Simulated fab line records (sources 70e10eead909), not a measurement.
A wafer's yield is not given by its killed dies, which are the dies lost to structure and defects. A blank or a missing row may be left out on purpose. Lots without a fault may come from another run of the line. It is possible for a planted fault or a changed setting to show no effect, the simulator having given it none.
Which tool is to blame? -- flow nand harc -- Sampling: 12 lots, 36 wafers, 2 of 1302 route steps

WHAT THE GAUGES SHOWED, per wafer
NHARC_A_M1_INSPECT_11.
lot,measured,on,raw defect count
L075,day 23 14:38,defect inspect-02,121 126 114
L077,day 23 23:41,defect inspect-02,20 18 14
L078,day 24 05:13,defect inspect-01,21 29 20
L082,day 25 08:59,defect inspect-01,128 120 127
L083,day 26 17:56,defect inspect-01,80 83 70
L086,day 27 06:19,defect inspect-02,26 18 28
L087,day 28 07:19,defect inspect-01,62 70 78
L089,day 28 20:01,defect inspect-01,69 69 75
L091,day 30 04:05,defect inspect-02,88 89 84
L094,day 30 19:32,defect inspect-01,83 72 59
L096,day 31 20:29,defect inspect-02,64 85 78
L097,day 33 12:59,defect inspect-01,91 94 106

EACH LOT AND THE TOOL THAT RAN IT (in order: tool; ch and the chambers of the sampled wafers; start)
lot,NHARC_A_M0_PRE_CLEAN_31
L075,"pecvd-04 ch 0,1,2, day 23 13:19"
L077,"pecvd-01 ch 0,1, day 23 22:14"
L078,"pecvd-02 ch 0,1,2, day 24 03:48"
L082,"pecvd-02 ch 0,1,2, day 25 07:32"
L083,"pecvd-04 ch 0,1,2, day 26 16:29"
L086,"pecvd-02 ch 0,1,2, day 27 04:55"
L087,"pecvd-01 ch 0,1, day 28 05:44"
L089,"pecvd-02 ch 0,1,2, day 28 18:34"
L091,"pecvd-01 ch 0,1, day 30 02:39"
L094,"pecvd-01 ch 0,1,2, day 30 18:14"
L096,"pecvd-01 ch 0,1,2, day 31 19:02"
L097,"pecvd-04 ch 0,1,2, day 33 11:34"
- NHARC_A_M0_PRE_CLEAN_31: time 12 s.

THE ANSWER, worked out from the rows above alone
Rule: the lots themselves supply what counts as usual. Put in order of their means at a reading, lots are off if they are a third of the lots or fewer, leave a main group of 4 or more, and stand apart from it by a gap of 3 or more times the standard deviation of the main group's means; of several such gaps the widest counts. The tables above print the reading to a certain number of digits; a main group whose means all agree to those digits is not used. A lot without any number at a reading at which 4 lots or more have one is off too. Where the step has rows for the other lots, those lots are counted as sound.
Across all readings shown, no lot is off: no conclusion can be drawn from this.

WHAT WAS PUT IN BY THE SIMULATOR
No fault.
